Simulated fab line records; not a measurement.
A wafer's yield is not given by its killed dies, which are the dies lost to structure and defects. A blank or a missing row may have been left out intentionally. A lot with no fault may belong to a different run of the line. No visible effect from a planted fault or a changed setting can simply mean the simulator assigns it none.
fab line records    flow n5-finfet
record lots=7  wafers=39
route steps=1938 shown FIN_SAQP@130 STI_FIN_REVEAL@190 HKMG_FIN@401 BEOL_M0@731 BEOL_M1@770 BEOL_M3@981 BEOL_M4@1081 BEOL_M6@1239 BEOL_M9@1440 BEOL_M14@1770 BEOL_M15@1808 PASSIVATION@1936
start-h: hours from the record's first day to the start of the lot's first wafer shown    wait-h: time in hours since the lot's previous step    " the same as in the row above    L1.1+2: several wafers, shown together as one row    - no value present, or no start provided    * or withheld: withheld    < > ~ a bound
route shown NAME@n: a module of which the file shows steps, and the number in the route of the first    usual: mean/standard deviation of fault-free wafers    same: alike in all rows    chamber/n: place in a boat    sites: the reading at each site    _std_site: the standard deviation of these    _edge_site: inner sites' mean taken away from outer sites' mean    radius-mm: for every site, how far away it sits from the centre of the wafer    mask NAME#n: copy n    behind: the last tool/chamber to shape the wafer    hold: why the lot was held/for how many hours/how that ended    device: names the non-switching transistor (n, p or np)    end of line: tests run on the same wafers once the route is complete    a step with no rows: only its recipe    killed: dies lost to structure and defects at the first sort, not the wafer's yield    map: the dies of a wafer, with x for killed, . for not killed, _ for no die there
set.NAME: the setting as run; set.NAME@STEP: as run at that earlier step    model.NAME: the simulator's own value behind a step, which no gauge read
lots with deliberately changed settings; one table per step, one row per wafer
## steps
# step N5_FIN_SAQP_ETCH_65
# recipe chemistry=CF4  target=SiO2  target-depth-a=40  ion-energy-ev=350  time-s=4.4  pressure-mtorr=10  icp-w=800  bias-w=400  cf4-flow-sccm=80
# step N5_STI_FIN_REVEAL_ETCHBACK_08
# recipe chemistry=C4F6/O2  target=SiO2  target-depth-a=305  time-s=10.167  ion-energy-ev=250  pressure-mtorr=30  source-w=345  bias-w=185  Ar_flow_sccm=300  C4F6_flow_sccm=10  O2_flow_sccm=10
# step N5_HKMG_FIN_DESCUM_53
# recipe chemistry=O2  time-s=7.9  source-power-w=50  bias-power-w=20  pressure-mtorr=20  rf-frequency-hz=2.712e+07  temp-c=40  resist=CAR-ArF  o2-flow-sccm=225
# step N5_HKMG_FIN_ALD_72
# recipe material=W  target-thk-a=20  temp-c=300  pressure-torr=7.5  ald-precursor-family=WF6  ald-co-reactant=B2H6  pulse-time-s=1  purge-time-s=2  co-reactant-purge-time-s=2  co-reactant-pulse-time-s=3  ald-cycles=7
# step N5_BEOL_M0_ALD_136
# recipe material=TaN  target-thk-a=*  temp-c=275  ald-precursor-family=PDMAT  ald-co-reactant=NH3  pressure-torr=3  carrier-flow-sccm=1500  pulse-time-s=2  purge-time-s=3  co-reactant-purge-time-s=2  co-reactant-pulse-time-s=3  ald-cycles=30  precursor-vessel-temp-c=75  precursor-vessel-pressure-torr=26.25  precursor-vessel-carrier-sccm=1000
# step N5_BEOL_M1_ETCH_64
# recipe chemistry=N2/H2  target=SOC  target-depth-a=750  overetch-a=150  mask-material=SiARC  temp-c=40  time-s=112.5  ion-energy-ev=200  pressure-mtorr=30  source-w=840  bias-w=150  n2-flow-sccm=200  h2-flow-sccm=200
# step N5_BEOL_M3_ETCH_41
# recipe chemistry=CH3F/O2  target=SiCN  target-depth-a=299  taper-deg=2  time-s=52.5  ion-energy-ev=120  mask-material=TiN  pressure-mtorr=30  source-w=395  bias-w=75  Ar_flow_sccm=150  CH3F_flow_sccm=30  O2_flow_sccm=20
# step N5_BEOL_M4_ALD_84
# step N5_BEOL_M6_TRENCH_ETCH_37
# recipe chemistry=C4F6/O2  target-depth-a=944.35  target=SiCOH_lowk  time-s=31.5  ion-energy-ev=250  pressure-mtorr=30  source-w=345  bias-w=185  Ar_flow_sccm=300  C4F6_flow_sccm=10  O2_flow_sccm=10
# step N5_BEOL_M9_ETCH_66
# recipe chemistry=N2/H2  target=SOC  target-depth-a=800  overetch-a=160  mask-material=SiARC  temp-c=40  time-s=120  ion-energy-ev=200  pressure-mtorr=30  source-w=840  bias-w=150  n2-flow-sccm=200  h2-flow-sccm=200
# step N5_BEOL_M14_DEP_53
# recipe material=SiCN  target-thk-a=500  temp-c=withheld  precursor=3MS/NH3  pressure-torr=3  rf-w=675  time-s=17.8
# step N5_BEOL_M15_ETCH_61
# recipe chemistry=N2/H2  target=BARC  target-depth-a=890  overetch-a=267  time-s=67.9  ion-energy-ev=200  pressure-mtorr=30  source-w=840  bias-w=150  n2-flow-sccm=200  h2-flow-sccm=200
# step N5_PASSIVATION_PROBE_49
# usual killed_at_M0_to_M3=35/12
lot.wafer  tool       chamber  start-h  wait-h  set.time-s@FIN_SAQP_ETCH_65  set.target-depth-a@STI_FIN_REVEAL_ETCHBACK_08  set.time-s@HKMG_FIN_DESCUM_53  set.ald-cycles@HKMG_FIN_ALD_72  set.co-reactant-pulse-time-s@BEOL_M0_ALD_136  set.time-s@BEOL_M1_ETCH_64  set.target-depth-a@BEOL_M3_ETCH_41  set.co-reactant-pulse-time-s@BEOL_M4_ALD_84  set.target-depth-a@BEOL_M6_TRENCH_ETCH_37  set.target-depth-a@BEOL_M9_ETCH_66  set.time-s@BEOL_M14_DEP_53  set.time-s@BEOL_M15_ETCH_61  killed_at_M0_to_M3
L077.1     prober-02  -        290.28   0.0     5.887                        305                                            7.9                            3                               3                                             112.5                       299                                 1.364                                        1171                                       800                                 17.8                        67.9                         47
L077.2     prober-02  -        290.33   0.1     4.4                          305                                            7.9                            3                               3                                             112.5                       299                                 3                                            1171                                       800                                 17.8                        78.37                        40
L077.3     prober-02  -        290.38   0.1     4.4                          305                                            7.9                            7                               3                                             80.93                       405.2                               3                                            1171                                       488.5                               17.8                        67.9                         32
L077.4     prober-02  -        290.43   0.2     5.887                        305                                            7.9                            7                               3                                             80.93                       299                                 1.364                                        944.35                                     488.5                               17.8                        67.9                         38
L077.5     prober-02  -        290.48   0.2     4.4                          305                                            7.9                            7                               3                                             112.5                       405.2                               1.364                                        944.35                                     488.5                               17.8                        78.37                        38
L077.6     prober-02  -        290.53   0.3     5.887                        305                                            7.9                            3                               3                                             80.93                       405.2                               3                                            944.35                                     800                                 17.8                        78.37                        34
L078.1     prober-02  -        308.10   0.0     4.4                          305                                            7.9                            10                              3                                             112.5                       468.5                               3                                            944.35                                     1093                                21.49                       67.9                         51
L078.2     prober-02  -        308.15   0.1     3.052                        305                                            4.433                          7                               3                                             112.5                       468.5                               4.382                                        944.35                                     800                                 17.8                        84.1                         26
L078.3     prober-02  -        308.20   0.1     3.052                        305                                            7.9                            7                               1.26                                          112.5                       299                                 3                                            944.35                                     800                                 17.8                        84.1                         39
L078.4     prober-02  -        308.25   0.2     4.4                          305                                            4.433                          7                               3                                             76.68                       299                                 4.382                                        944.35                                     1093                                21.49                       84.1                         47
L078.5     prober-02  -        308.30   0.2     4.4                          305                                            4.433                          10                              1.26                                          76.68                       299                                 4.382                                        944.35                                     1093                                17.8                        67.9                         51
L078.6     prober-02  -        308.35   0.3     3.052                        305                                            7.9                            10                              1.26                                          76.68                       468.5                               3                                            944.35                                     800                                 21.49                       67.9                         61
L079.1     prober-01  -        330.90   0.0     4.4                          305                                            6.534                          7                               3                                             112.5                       299                                 4.579                                        944.35                                     800                                 17.8                        98.15                        40
L079.2     prober-01  -        330.95   0.1     5.953                        305                                            7.9                            9                               3                                             112.5                       450.6                               3                                            944.35                                     982.4                               17.8                        98.15                        40
L079.3     prober-01  -        331.00   0.1     5.953                        305                                            7.9                            9                               3                                             50.72                       299                                 3                                            944.35                                     800                                 17.8                        67.9                         1117
L079.4     prober-01  -        331.05   0.2     4.4                          305                                            7.9                            7                               3                                             50.72                       450.6                               4.579                                        944.35                                     800                                 17.8                        67.9                         1117
L079.5     prober-01  -        331.10   0.2     4.4                          305                                            6.534                          9                               3                                             112.5                       450.6                               4.579                                        944.35                                     982.4                               17.8                        98.15                        49
L079.6     prober-01  -        331.15   0.3     5.953                        305                                            6.534                          7                               3                                             50.72                       299                                 3                                            944.35                                     982.4                               17.8                        67.9                         1106
L081.1     prober-02  -        332.34   0.0     4.4                          305                                            7.9                            7                               3                                             112.5                       299                                 3                                            944.35                                     800                                 17.8                        67.9                         37
L081.2     prober-02  -        332.39   0.1     4.4                          305                                            7.9                            7                               3                                             112.5                       299                                 3                                            944.35                                     800                                 17.8                        67.9                         43
L081.4     prober-02  -        332.49   0.2     4.4                          305                                            7.9                            7                               3                                             112.5                       299                                 3                                            944.35                                     800                                 17.8                        67.9                         35
L088.1     prober-01  -        373.91   0.0     3.18                         305                                            7.9                            7                               3                                             136.8                       299                                 3                                            1172                                       1133                                17.8                        92.51                        23
L088.2     prober-01  -        373.96   0.1     4.4                          305                                            9.623                          7                               3                                             136.8                       299                                 3.692                                        944.35                                     800                                 8.737                       67.9                         26
L088.3     prober-01  -        374.01   0.1     4.4                          305                                            9.623                          8                               3                                             112.5                       299                                 3                                            944.35                                     800                                 17.8                        67.9                         35
L088.4     prober-01  -        374.06   0.2     3.18                         305                                            9.623                          8                               1.858                                         136.8                       299                                 3                                            944.35                                     1133                                8.737                       92.51                        34
L088.5     prober-01  -        374.11   0.2     4.4                          305                                            7.9                            8                               1.858                                         112.5                       299                                 3.692                                        1172                                       800                                 8.737                       92.51                        41
L088.6     prober-01  -        374.16   0.3     3.18                         305                                            7.9                            7                               1.858                                         112.5                       299                                 3.692                                        1172                                       1133                                17.8                        67.9                         41
L090.1     prober-02  -        377.08   0.0     4.4                          305                                            10.25                          3                               1.689                                         112.5                       299                                 4.752                                        944.35                                     800                                 17.8                        108.4                        19
L090.2     prober-02  -        377.13   0.1     4.4                          460.2                                          10.25                          7                               1.689                                         69.75                       177.7                               3                                            1276                                       800                                 17.8                        108.4                        1104
L090.3     prober-02  -        377.18   0.1     2.345                        305                                            10.25                          7                               3                                             69.75                       299                                 4.752                                        1276                                       800                                 17.8                        67.9                         1096
L090.4     prober-02  -        377.23   0.2     4.4                          305                                            7.9                            3                               3                                             112.5                       177.7                               4.752                                        1276                                       800                                 17.8                        67.9                         36
L090.5     prober-02  -        377.28   0.2     2.345                        460.2                                          7.9                            3                               3                                             69.75                       299                                 3                                            944.35                                     800                                 17.8                        67.9                         1112
L090.6     prober-02  -        377.33   0.3     2.345                        460.2                                          7.9                            7                               1.689                                         112.5                       177.7                               3                                            944.35                                     800                                 17.8                        108.4                        21
L091.1     prober-01  -        380.61   0.0     4.4                          457.1                                          9.912                          7                               3                                             112.5                       181.7                               1.999                                        1438                                       1181                                17.8                        29.28                        61
L091.2     prober-01  -        380.66   0.1     3.661                        305                                            7.9                            7                               3                                             73.2                        181.7                               1.999                                        944.35                                     800                                 17.8                        67.9                         311
L091.3     prober-01  -        380.71   0.1     4.4                          305                                            7.9                            7                               4.26                                          112.5                       299                                 1.999                                        944.35                                     800                                 17.8                        29.28                        55
L091.4     prober-01  -        380.76   0.2     3.661                        305                                            9.912                          7                               3                                             73.2                        299                                 3                                            1438                                       1181                                17.8                        67.9                         624
L091.5     prober-01  -        380.81   0.2     3.661                        457.1                                          9.912                          7                               4.26                                          112.5                       299                                 3                                            944.35                                     1181                                17.8                        29.28                        50
L091.6     prober-01  -        380.86   0.3     4.4                          457.1                                          7.9                            7                               4.26                                          73.2                        181.7                               3                                            1438                                       800                                 17.8                        67.9                         327
# killed by level:class
L077.1 BEOL_M4:geometric-particle:open=26 BEOL_M2:geometric-particle:open=12 BEOL_M0_SAQP:geometric-particle:short=11 BEOL_M3:geometric-particle:open=10 BEOL_M4:geometric-particle:short=9 MOL_CONTACT_COAG:geometric-particle:open=8 GATE_CUT:geometric-particle:short=7 DUMMY_GATE:geometric-particle:open=5
L077.2 MOL_CONTACT_COAG:geometric-particle:open=13 BEOL_M4:geometric-particle:open=13 BEOL_M3:geometric-particle:open=12 BEOL_M2:geometric-particle:open=11 STI_FIN_REVEAL:geometric-particle:open=8 FIN_SAQP:geometric-particle:short=6 DUMMY_GATE:geometric-particle:open=5 BEOL_M0_SAQP:geometric-particle:open=5
L077.3 BEOL_M4:geometric-particle:open=13 MOL_CONTACT_COAG:geometric-particle:open=9 BEOL_M3:geometric-particle:open=9 BEOL_M2:geometric-particle:open=8 DUMMY_GATE:geometric-particle:open=5 BEOL_M0_SAQP:geometric-particle:open=5 FIN_SAQP:geometric-particle:open=4 STI_FIN_REVEAL:geometric-particle:open=4
L077.4 STI_FIN_REVEAL:geometric-particle:open=16 BEOL_M2:geometric-particle:open=13 FIN_SAQP:geometric-particle:open=9 BEOL_M3:geometric-particle:open=9 BEOL_M4:geometric-particle:open=9 FIN_SAQP:geometric-particle:short=8 MOL_CONTACT_COAG:geometric-particle:open=5 BEOL_M0_SAQP:geometric-particle:open=5
L077.5 STI_FIN_REVEAL:geometric-particle:open=12 BEOL_M3:geometric-particle:open=9 MOL_CONTACT_COAG:geometric-particle:open=7 BEOL_M4:geometric-particle:open=6 BEOL_M2:geometric-particle:open=5 BEOL_M2:geometric-particle:short=5 BEOL_M0_SAQP:geometric-particle:open=4 BEOL_M0_SAQP:geometric-particle:short=4
L077.6 BEOL_M4:geometric-particle:open=15 STI_FIN_REVEAL:geometric-particle:open=14 BEOL_M2:geometric-particle:open=13 MOL_CONTACT_COAG:geometric-particle:open=8 STI_FIN_REVEAL:geometric-particle:short=8 BEOL_M3:geometric-particle:open=7 FIN_SAQP:geometric-particle:open=5 BEOL_M1:geometric-particle:short=5
L078.1 BEOL_M0_SAQP:geometric-particle:short=19 BEOL_M0_SAQP:geometric-particle:open=18 FIN_SAQP:geometric-particle:open=12 STI_FIN_REVEAL:geometric-particle:open=9 MOL_CONTACT_COAG:geometric-particle:open=7 FIN_SAQP:geometric-particle:short=5 BEOL_M4:geometric-particle:open=5 MOL_CONTACT_COAG:geometric-particle:short=4
L078.2 GATE_CUT:geometric-particle:short=7 BEOL_M0_SAQP:geometric-particle:open=7 BEOL_M0_SAQP:geometric-particle:short=6 STARTING-WAFER:geometric-particle:short=6 STI_FIN_REVEAL:geometric-particle:open=4 MOL_CONTACT_COAG:geometric-particle:open=4 BEOL_M2:geometric-particle:open=4 BEOL_M3:geometric-particle:open=4
L078.3 BEOL_M0_SAQP:geometric-particle:short=14 STI_FIN_REVEAL:geometric-particle:open=13 FIN_SAQP:geometric-particle:short=9 BEOL_M3:geometric-particle:open=9 FIN_SAQP:geometric-particle:open=8 BEOL_M0_SAQP:geometric-particle:open=7 BEOL_M1:geometric-particle:open=7 MOL_CONTACT_COAG:geometric-particle:open=5
L078.4 BEOL_M1:area-etch=13 FIN_SAQP:geometric-particle:short=11 BEOL_M3:geometric-particle:open=9 BEOL_M0_SAQP:geometric-particle:open=7 STARTING-WAFER:geometric-particle:short=6 BEOL_M0_SAQP:geometric-particle:short=5 FIN_SAQP:geometric-particle:open=4 MOL_CONTACT_COAG:geometric-particle:open=4
L078.5 BEOL_M1:area-etch=15 BEOL_M0_SAQP:geometric-particle:open=12 BEOL_M0_SAQP:geometric-particle:short=11 FIN_SAQP:geometric-particle:open=9 FIN_SAQP:geometric-particle:short=6 DUMMY_GATE:geometric-particle:open=6 MOL_CONTACT_COAG:geometric-particle:open=6 BEOL_M5:geometric-particle:open=4
L078.6 BEOL_M1:area-etch=32 MOL_CONTACT_COAG:geometric-particle:open=11 GATE_CUT:geometric-particle:short=9 BEOL_M0_SAQP:geometric-particle:short=8 FIN_SAQP:geometric-particle:open=7 FIN_SAQP:geometric-particle:short=6 STI_FIN_REVEAL:geometric-particle:open=6 BEOL_M2:geometric-particle:open=6
L079.1 MOL_CONTACT_COAG:geometric-particle:open=17 BEOL_M0_SAQP:geometric-particle:short=13 FIN_SAQP:geometric-particle:open=11 BEOL_M0_SAQP:geometric-particle:open=10 BEOL_M4:geometric-particle:open=9 HKMG_FIN:area-etch=9 FIN_SAQP:geometric-particle:short=7 BEOL_M1:geometric-particle:open=6
L079.2 MOL_CONTACT_COAG:geometric-particle:open=17 BEOL_M0_SAQP:geometric-particle:short=10 BEOL_M2:geometric-particle:open=10 FIN_SAQP:geometric-particle:open=8 FIN_SAQP:geometric-particle:short=8 BEOL_M0_SAQP:geometric-particle:open=7 DUMMY_GATE:geometric-particle:open=6 STI_FIN_REVEAL:geometric-particle:open=6
L079.3 BEOL_M1:area-etch=1090 MOL_CONTACT_COAG:geometric-particle:open=14 BEOL_M0_SAQP:geometric-particle:open=9 BEOL_M0_SAQP:geometric-particle:short=8 FIN_SAQP:geometric-particle:short=7 STI_FIN_REVEAL:geometric-particle:open=6 BEOL_M4:geometric-particle:open=5 BEOL_M3:geometric-particle:open=5
L079.4 BEOL_M1:area-etch=1083 MOL_CONTACT_COAG:geometric-particle:open=22 BEOL_M0_SAQP:geometric-particle:open=9 STI_FIN_REVEAL:geometric-particle:open=8 BEOL_M0_SAQP:geometric-particle:short=8 BEOL_M2:geometric-particle:open=6 DUMMY_GATE:geometric-particle:open=5 STARTING-WAFER:geometric-particle:open=5
L079.5 BEOL_M0_SAQP:geometric-particle:short=18 BEOL_M0_SAQP:geometric-particle:open=12 FIN_SAQP:geometric-particle:open=8 BEOL_M4:geometric-particle:open=7 FIN_SAQP:geometric-particle:short=6 BEOL_M3:geometric-particle:open=6 BEOL_M3:geometric-particle:short=6 HKMG_FIN:area-etch=6
L079.6 BEOL_M1:area-etch=1068 MOL_CONTACT_COAG:geometric-particle:open=16 BEOL_M0_SAQP:geometric-particle:open=13 BEOL_M0_SAQP:geometric-particle:short=10 STI_FIN_REVEAL:geometric-particle:open=8 BEOL_M2:geometric-particle:open=8 DUMMY_GATE:geometric-particle:open=7 BEOL_M4:geometric-particle:open=6
L081.1 FIN_SAQP:geometric-particle:open=13 BEOL_M0_SAQP:geometric-particle:open=9 BEOL_M0_SAQP:geometric-particle:short=9 BEOL_M3:geometric-particle:open=9 GATE_CUT:geometric-particle:short=8 MOL_CONTACT_COAG:geometric-particle:open=8 MOL_CONTACT_COAG:geometric-particle:short=4 BEOL_M4:geometric-particle:open=4
L081.2 BEOL_M0_SAQP:geometric-particle:short=15 BEOL_M0_SAQP:geometric-particle:open=12 FIN_SAQP:geometric-particle:open=9 BEOL_M2:geometric-particle:open=8 FIN_SAQP:geometric-particle:short=6 MOL_CONTACT_COAG:geometric-particle:open=6 STI_FIN_REVEAL:geometric-particle:open=5 BEOL_M4:geometric-particle:open=4
L081.4 MOL_CONTACT_COAG:geometric-particle:open=12 BEOL_M1:geometric-particle:open=8 BEOL_M2:geometric-particle:open=7 BEOL_M0_SAQP:geometric-particle:open=6 FIN_SAQP:geometric-particle:short=5 BEOL_M7:geometric-particle:open=5 BEOL_M1:geometric-particle:short=4 GATE_CUT:geometric-particle:short=3
L088.1 FIN_SAQP:geometric-particle:open=11 BEOL_M0_SAQP:geometric-particle:open=10 MOL_CONTACT_COAG:geometric-particle:open=9 BEOL_M3:geometric-particle:open=7 FIN_SAQP:geometric-particle:short=6 GATE_CUT:geometric-particle:short=6 STI_FIN_REVEAL:geometric-particle:open=4 MOL_CONTACT_COAG:geometric-particle:short=4
L088.2 FIN_SAQP:geometric-particle:open=11 FIN_SAQP:geometric-particle:short=9 BEOL_M0_SAQP:geometric-particle:short=7 BEOL_M3:geometric-particle:open=7 HKMG_FIN:area-etch=7 BEOL_M0_SAQP:geometric-particle:open=6 GATE_CUT:geometric-particle:short=4 STARTING-WAFER:geometric-particle:short=3
L088.3 MOL_CONTACT_COAG:geometric-particle:open=14 BEOL_M0_SAQP:geometric-particle:short=13 BEOL_M0_SAQP:geometric-particle:open=10 STI_FIN_REVEAL:geometric-particle:open=8 FIN_SAQP:geometric-particle:short=7 BEOL_M3:geometric-particle:open=6 FIN_SAQP:geometric-particle:open=4 DUMMY_GATE:geometric-particle:open=4
L088.4 PASS1_CAP:geometric-particle:open=9 MOL_CONTACT_COAG:geometric-particle:open=8 BEOL_M0_SAQP:geometric-particle:open=8 PASS1_CAP:geometric-particle:short=7 DUMMY_GATE:geometric-particle:open=6 BEOL_M0_SAQP:geometric-particle:short=6 BEOL_M2:geometric-particle:open=6 BEOL_M3:geometric-particle:open=6
L088.5 BEOL_M0_SAQP:geometric-particle:short=11 MOL_CONTACT_COAG:geometric-particle:open=10 STI_FIN_REVEAL:geometric-particle:open=7 BEOL_M0_SAQP:geometric-particle:open=7 BEOL_M2:geometric-particle:open=7 BEOL_M3:geometric-particle:open=7 FIN_SAQP:geometric-particle:open=6 STARTING-WAFER:geometric-particle:short=5
L088.6 BEOL_M0_SAQP:geometric-particle:short=15 BEOL_M0_SAQP:geometric-particle:open=12 FIN_SAQP:geometric-particle:short=8 STI_FIN_REVEAL:geometric-particle:open=6 BEOL_M4:geometric-particle:open=6 FIN_SAQP:geometric-particle:open=5 GATE_CUT:geometric-particle:short=5 MOL_CONTACT_COAG:geometric-particle:open=5
L090.1 MOL_CONTACT_COAG:geometric-particle:open=10 STI_FIN_REVEAL:geometric-particle:open=9 HKMG_FIN:area-etch=9 FIN_SAQP:geometric-particle:open=7 FIN_SAQP:geometric-particle:short=6 BEOL_M0_SAQP:geometric-particle:open=5 MIM_BOT:geometric-particle:short=5 BEOL_M0_SAQP:geometric-particle:short=4
L090.2 BEOL_M1:area-etch=1077 MOL_CONTACT_COAG:geometric-particle:open=13 BEOL_M3:geometric-particle:open=9 BEOL_M2:geometric-particle:open=8 STI_FIN_REVEAL:geometric-particle:open=6 FIN_SAQP:geometric-particle:short=5 FIN_SAQP:geometric-particle:open=5 BEOL_M0_SAQP:geometric-particle:open=5
L090.3 BEOL_M1:area-etch=1059 MOL_CONTACT_COAG:geometric-particle:open=11 BEOL_M0_SAQP:geometric-particle:short=9 FIN_SAQP:geometric-particle:short=5 BEOL_M0_SAQP:geometric-particle:open=5 BEOL_M0:geometric-particle:open=5 BEOL_M1:geometric-particle:open=5 BEOL_M2:geometric-particle:open=5
L090.4 BEOL_M3:geometric-particle:open=12 FIN_SAQP:geometric-particle:open=8 FIN_SAQP:geometric-particle:short=7 BEOL_M2:geometric-particle:open=7 MOL_CONTACT_COAG:geometric-particle:open=6 BEOL_M1:geometric-particle:open=5 GATE_CUT:geometric-particle:short=5 BEOL_M0_SAQP:geometric-particle:short=5
L090.5 BEOL_M1:area-etch=1080 MOL_CONTACT_COAG:geometric-particle:open=14 BEOL_M3:geometric-particle:open=8 BEOL_M0_SAQP:geometric-particle:short=7 MIM_BOT:geometric-particle:short=7 BEOL_M0_SAQP:geometric-particle:open=6 FIN_SAQP:geometric-particle:short=5 ILD0:geometric-particle:short=5
L090.6 MOL_CONTACT_COAG:geometric-particle:open=17 FIN_SAQP:geometric-particle:short=11 FIN_SAQP:geometric-particle:open=8 BEOL_M0_SAQP:geometric-particle:short=6 BEOL_M3:geometric-particle:open=6 BEOL_M4:geometric-particle:open=5 MIM_BOT:geometric-particle:short=5 DUMMY_GATE:geometric-particle:open=4
L091.1 BEOL_M15:area-etch=1039 BEOL_M3:geometric-particle:open=19 MOL_CONTACT_COAG:geometric-particle:open=18 BEOL_M0_SAQP:geometric-particle:open=9 BEOL_M1:geometric-particle:open=9 GATE_CUT:geometric-particle:short=8 BEOL_M2:geometric-particle:open=8 FIN_SAQP:geometric-particle:open=7
L091.2 BEOL_M1:area-etch=259 BEOL_M3:geometric-particle:open=12 STI_FIN_REVEAL:geometric-particle:open=10 BEOL_M0_SAQP:geometric-particle:open=10 DUMMY_GATE:geometric-particle:open=9 MOL_CONTACT_COAG:geometric-particle:open=8 BEOL_M0_SAQP:geometric-particle:short=8 BEOL_M8:geometric-particle:open=7
L091.3 BEOL_M15:area-etch=1049 MOL_CONTACT_COAG:geometric-particle:open=17 BEOL_M3:geometric-particle:open=14 BEOL_M2:geometric-particle:open=13 BEOL_M1:geometric-particle:short=11 FIN_SAQP:geometric-particle:open=7 GATE_CUT:geometric-particle:open=7 STI_FIN_REVEAL:geometric-particle:open=6
L091.4 BEOL_M1:area-etch=561 MOL_CONTACT_COAG:geometric-particle:open=21 BEOL_M3:geometric-particle:open=15 BEOL_M0_SAQP:geometric-particle:short=12 BEOL_M1:geometric-particle:open=11 BEOL_M2:geometric-particle:open=8 BEOL_M0_SAQP:geometric-particle:open=7 DUMMY_GATE:geometric-particle:open=6
L091.5 BEOL_M15:area-etch=1062 MOL_CONTACT_COAG:geometric-particle:open=16 BEOL_M2:geometric-particle:open=13 BEOL_M0_SAQP:geometric-particle:open=12 FIN_SAQP:geometric-particle:open=8 BEOL_M4:geometric-particle:open=8 BEOL_M3:geometric-particle:open=7 BEOL_M1:geometric-particle:short=5
L091.6 BEOL_M1:area-etch=268 MOL_CONTACT_COAG:geometric-particle:open=26 BEOL_M1:geometric-particle:short=14 BEOL_M2:geometric-particle:open=10 GATE_CUT:geometric-particle:short=10 BEOL_M0_SAQP:geometric-particle:open=9 BEOL_M4:geometric-particle:open=9 BEOL_M6:area-etch=9
## key
split step=N5_FIN_SAQP_ETCH_65  setting=time-s  stated-as=4.4
response none clear
split step=N5_STI_FIN_REVEAL_ETCHBACK_08  setting=target-depth-a  stated-as=305
response none clear
split step=N5_HKMG_FIN_DESCUM_53  setting=time-s  stated-as=7.9
response none clear
split step=N5_HKMG_FIN_ALD_72  setting=ald-cycles  stated-as=7
response none clear
split step=N5_BEOL_M0_ALD_136  setting=co-reactant-pulse-time-s  stated-as=3
response none clear
split step=N5_BEOL_M1_ETCH_64  setting=time-s  stated-as=112.5
response step=N5_PASSIVATION_PROBE_49  reading=killed_at_M0_to_M3  slope=-16.2  per=1%  together-with=all  explained=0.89
split step=N5_BEOL_M3_ETCH_41  setting=target-depth-a  stated-as=299
response none clear
split step=N5_BEOL_M4_ALD_84  setting=co-reactant-pulse-time-s  stated-as=3
response none clear
split step=N5_BEOL_M6_TRENCH_ETCH_37  setting=target-depth-a  stated-as=944.35
response none clear
split step=N5_BEOL_M9_ETCH_66  setting=target-depth-a  stated-as=800
response none clear
split step=N5_BEOL_M14_DEP_53  setting=time-s  stated-as=17.8
response none clear
split step=N5_BEOL_M15_ETCH_61  setting=time-s  stated-as=67.9
response none clear
